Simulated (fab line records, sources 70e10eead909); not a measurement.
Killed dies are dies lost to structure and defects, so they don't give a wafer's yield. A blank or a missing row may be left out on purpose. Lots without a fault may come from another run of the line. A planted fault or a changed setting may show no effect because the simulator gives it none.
Chamber matching | flow nand_harc | NHARC_A_STAIRCASE_ETCH_253 on rie_diel-10: 4 sister chambers
The step etches the open film in C4F8/O2, target depth 50 nm, time 20.2 s. 16 wafers are shown with their chamber, then 8 later ones without.

WAFERS WITH THEIR CHAMBER
wafer  | chamber | rf_vpp_V (V) | oes_product_au (a.u.)
L082.1 | 3       | 900          | 0.950
L082.2 | 0       | 903          | 0.960
L082.3 | 2       | 893          | 0.954
L082.4 | 1       | 886          | 0.957
L082.5 | 2       | 893          | 0.957
L082.6 | 3       | 900          | 0.940
L081.2 | 1       | 886          | 0.923
L081.3 | 3       | 899          | 0.936
L081.5 | 3       | 900          | 0.921
L088.1 | 3       | 898          | 0.945
L088.2 | 1       | 886          | 0.979
L088.4 | 0       | 902          | 0.975
L087.3 | 2       | 893          | 0.938
L087.4 | 3       | 900          | 0.916
L087.5 | 3       | 898          | 0.930
L090.2 | 3       | 900          | 0.921

SIGNATURES (means of the wafers above)
reading        | chamber 0 | chamber 1 | chamber 2 | chamber 3 | scatter within a chamber
rf_vpp_V       | 902.50    | 886.00    | 893.00    | 899.38    | 0.729
oes_product_au | 0.96750   | 0.95300   | 0.94967   | 0.93237   | 0.0158
Rule: a wafer's distance from a chamber is the root of the sum, over the readings, of the square of ((its reading less the chamber's mean) divided by the reading's scatter). The wafer belongs to the nearest chamber; if the next one is less than 2 further off, it can't be placed. The scatter: the root of (the sum of the squares of (reading less its chamber's mean) over the shown wafers, divided by (wafers less chambers)).

WAFERS WITHOUT THEIR CHAMBER
wafer  | rf_vpp_V (V) | oes_product_au (a.u.)
L090.3 | 893          | 0.935
L090.4 | 898          | 0.928
L089.1 | 902          | 0.922
L089.2 | 898          | 0.915
L089.5 | 901          | 0.915
L096.1 | 899          | 0.979
L096.3 | 905          | 0.961
L096.4 | 901          | 0.977

WHICH CHAMBER EACH WENT THROUGH
wafer  | from the rows above     | in truth
L090.3 | 2                       | 2
L090.4 | 3                       | 3
L089.1 | can't be placed: 0 or 3 | 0
L089.2 | 3                       | 3
L089.5 | can't be placed: 3 or 0 | 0
L096.1 | can't be placed: 3 or 0 | 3
L096.3 | 0                       | 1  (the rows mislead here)
L096.4 | can't be placed: 0 or 3 | 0
Placed correctly: 3 of 8. Can't be placed from these rows: 4 (the true chamber is among the candidates in 4). Placed wrongly: 1.
